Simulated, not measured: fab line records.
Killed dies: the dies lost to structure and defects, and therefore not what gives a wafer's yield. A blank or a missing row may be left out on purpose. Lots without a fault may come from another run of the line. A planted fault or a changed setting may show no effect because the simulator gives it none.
Which tool did it? -- flow nand harc -- 24 lots, 72 wafers sampled, at 1 step of a route of 1159

## WHAT THE GAUGES SHOWED, per wafer
NHARC_P_GATE_CD_MEAS_11: the cd target is 1640 nm.
lot,measured,on,cd nm (nm)
L074,day 4 05:20,cd sem-02,1641.2 1640.0 1639.6
L076,day 4 10:19,cd sem-02,1641.3 1637.8 1638.4
L075,day 4 10:28,cd sem-03,1640.6 1636.0 1639.3
L078,day 5 03:31,cd sem-03,1640.5 1638.2 1638.7
L077,day 5 03:41,cd sem-02,1638.5 1638.7 1642.2
L079,day 5 08:22,cd sem-02,1637.2 1640.0 1643.4
L080,day 5 08:32,cd sem-03,1641.7 1639.7 1640.2
L081,day 5 23:17,cd sem-01,1640.7 1641.4 1643.8
L082,day 5 23:26,cd sem-03,1640.7 1643.5 1640.6
L083,day 6 15:23,cd sem-01,1641.3 1639.6 1640.2
L084,day 6 15:33,cd sem-02,1639.7 1639.1 1639.2
L085,day 6 15:43,cd sem-02,1642.5 1642.6 1642.2
L086,day 7 08:58,cd sem-02,1639.7 1637.8 1638.9
L087,day 7 09:08,cd sem-02,1639.5 1641.0 1640.9
L088,day 7 17:28,cd sem-02,1637.1 1638.0 1637.9
L089,day 7 17:38,cd sem-01,1637.1 1633.7 1637.7
L090,day 8 01:43,cd sem-02,1642.1 1641.1 1641.5
L091,day 8 09:48,cd sem-03,1639.4 1641.2 1641.6
L092,day 8 16:32,cd sem-03,1638.0 1638.2 1636.0
L094,day 8 23:25,cd sem-01,1639.5 1640.3 1639.6
L093,day 8 23:35,cd sem-01,1640.8 1640.5 1637.9
L095,day 9 11:13,cd sem-02,1637.5 1637.9 1639.1
L096,day 9 14:29,cd sem-02,1639.8 1638.3 1640.0
L097,day 9 14:39,cd sem-01,1638.0 1638.4 1636.9

## EACH LOT AND THE TOOL THAT RAN IT (in order: tool; ch and the chambers of the sampled wafers; start)
There is no process step in the record ahead of these readings.

## AS READ BY THE TOOLS THEMSELVES (means over the sampled wafers that have a number; for cases with no such wafer, the mark the record gives instead)
The record holds no such reading with a usual standard deviation.

## THE ANSWER, worked out from the rows above alone
Rule: the usual values come from the lots themselves. Put in order of their means at a reading, lots are off if they are a third of the lots or fewer, leave a main group of 4 or more, and stand apart from it by a gap of 3 or more times the standard deviation of the main group's means; of several such gaps the widest counts. Not used: any main group whose means are identical at the precision the tables above print for the reading. A lot without any number at a reading at which 4 lots or more have one is off too. All remaining lots with rows at the step are treated as sound. First the gauges in route order, then the tools' own readings, where a lot's mean is used as printed above. The first step at which some lot is off is used, and at that step the reading that is off furthest; a lot without a number counts as furthest.
Across all readings shown, no lot is off: no conclusion can be drawn from this.

## WHAT THE SIMULATOR PUT IN
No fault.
